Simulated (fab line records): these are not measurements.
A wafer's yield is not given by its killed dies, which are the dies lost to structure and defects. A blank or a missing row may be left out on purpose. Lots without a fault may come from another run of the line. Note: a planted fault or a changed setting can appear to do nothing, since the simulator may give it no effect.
Chamber matching -- flow nand-harc -- NHARC_P_GATE_STRIP_101 on rie-diel-04 has 4 sister chambers
The step strips in O2, time 20 s. 8 wafers are shown with their chamber, then 10 later ones without.

EACH WAFER AND ITS CHAMBER
wafer,chamber,showerhead-plenum-p-Torr (Torr),oes-product-au (a.u.)
L081.2,3,3.56,1.008
L083.3,3,3.55,0.992
L083.4,0,3.32,1.000
L085.3,2,3.64,1.006
L085.5,0,3.32,1.005
L085.6,1,3.72,0.991
L086.2,2,3.64,0.989
L086.5,1,3.72,0.977

WAFERS MISSING THEIR CHAMBER
wafer,showerhead-plenum-p-Torr (Torr),oes-product-au (a.u.)
L086.6,3.32,0.995
L091.2,3.72,0.995
L091.3,3.55,0.987
L091.4,3.64,1.014
L095.1,3.63,1.012
L095.3,3.72,0.979
L095.4,3.32,1.004
L097.3,3.55,0.989
L097.4,3.72,1.001
L097.5,3.55,0.986

EACH ONE'S CHAMBER
wafer,from the rows above,in truth
L086.6,0,0
L091.2,1,1
L091.3,3,3
L091.4,2,2
L095.1,2,2
L095.3,1,1
L095.4,0,0
L097.3,3,3
L097.4,1,1
L097.5,3,3
10 of 10 placed correctly. From these rows, 0 cannot be placed. Wrongly placed: 0.
How it was worked out, from the rows above alone: a wafer's distance from a chamber is the root of the sum, over the readings, of the square of ((its reading less the chamber's mean) divided by the reading's scatter). The wafer belongs to the nearest chamber; if the next one is less than 2 further off, it can't be placed. A chamber's mean is the mean of its shown wafers. The scatter: the root of (the sum of the squares of (reading less its chamber's mean) over the shown wafers, divided by (wafers less chambers)).
